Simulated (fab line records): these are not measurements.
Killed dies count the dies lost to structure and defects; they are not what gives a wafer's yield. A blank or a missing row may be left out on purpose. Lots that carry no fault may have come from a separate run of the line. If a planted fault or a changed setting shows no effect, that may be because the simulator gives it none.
2 desks looking at one fault ; flow n5Finfet ; each desk has only its own numbers; what lay behind them comes last

METROLOGY DESK
Means of the sampled wafers that have a number, per lot and without regard to the tool the lot ran on: this is what the gauges read. A lot is out of limits, marked OUT, if its mean lies more than 4 standard deviations from the usual mean; the brackets give that distance. Readings shown: 7 of its 10, picked as those furthest out on some lot.
Columns: A = DIBL_N at N5_BEOL_M4_RC_MEAS_101, usual 36.6 mV/V; B = DIBL_P at N5_BEOL_M4_RC_MEAS_101, usual 36.7 mV/V; C = IOFF_P at N5_BEOL_M4_RC_MEAS_101, usual 0.22 nA/um; D = ION_N at N5_BEOL_M4_RC_MEAS_101, usual 672 uA/um; E = ION_P at N5_BEOL_M4_RC_MEAS_101, usual 462 uA/um; F = VT_N at N5_BEOL_M4_RC_MEAS_101, usual 250 mV; G = VT_P at N5_BEOL_M4_RC_MEAS_101, usual -250 mV
lot;first seen here;A;B;C;D;E;F;G
L770;day 9 10:38;38.2;36.7;0.22;676;462;249;-250
L769;day 9 11:10;36.6;37.4;0.27;670;470;248;-245
L776;day 10 21:10;37.0;37.4;0.20;674;458;251;-254
L779;day 11 17:17;33.9;32.9;0.16;649;447;256;-252
L781;day 11 17:41;38.1;36.4;0.26;665;463;251;-247
L785;day 13 03:19;37.6;39.1;0.27;665;462;248;-247
L791;day 14 07:49;38.3;37.6;0.27;685;467;247;-244
L792;day 14 16:10;37.5;38.7;0.24;681;465;249;-249
This desk's finding: nothing out of limits on any of the 8 lots.

DESK OF THE TOOL OWNER: rieDiel-06
The tool's own readings at N5_BEOL_M1_ETCH_69 (etches SiARC in CF4, target depth 15.6 nm, time 26 s): means of the sampled wafers that have a number, for each lot that ran on this tool. A lot is out of limits, marked OUT, if its mean lies more than 4 standard deviations from the usual mean; the brackets give that distance.
Columns: A = drypumpMotorCurrentA at N5_BEOL_M1_ETCH_69, usual 5.7 A; B = etchRfOnTimeS at N5_BEOL_M1_ETCH_69, usual 26.1 s; C = oesProductAu at N5_BEOL_M1_ETCH_69, usual 0.70 a.u.; D = rfVppV at N5_BEOL_M1_ETCH_69, usual 184.2 V; E = showerheadPlenumPTorr at N5_BEOL_M1_ETCH_69, usual 2.16 Torr; F = throttleValvePct at N5_BEOL_M1_ETCH_69, usual 15.53 %
lot;first seen here;A;B;C;D;E;F
L770;day 6 09:45;6.2;26.8;0.69;184.7;2.19;15.38
L776;day 8 01:57;5.7;23.0 (-4.3) OUT;0.77;185.6;2.20;15.62
L779;day 8 14:17;6.2;23.3;0.75;184.5;2.19;15.43
Finding of this desk: L776 out of limits; the first was L776 at day 8 01:57, on etchRfOnTimeS at N5_BEOL_M1_ETCH_69. Within limits: L770, L779.

ALL TOGETHER
The tool owner's desk could have raised an alarm at day 8 01:57, on L776.
The metrology desk saw nothing out of limits.
The metrology desk has L776 on record, within its limits.
Of the lots named, all ran N5_BEOL_M1_ETCH_69 on rieDiel-06.

WHAT THE SIMULATOR HAD PUT IN
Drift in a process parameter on rieDiel-06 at N5_BEOL_M1_ETCH_69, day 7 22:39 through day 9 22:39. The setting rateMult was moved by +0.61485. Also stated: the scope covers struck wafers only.
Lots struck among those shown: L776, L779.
Time in hours from fault onset to the first out-of-limits reading at each desk: the tool owner's desk, 3.
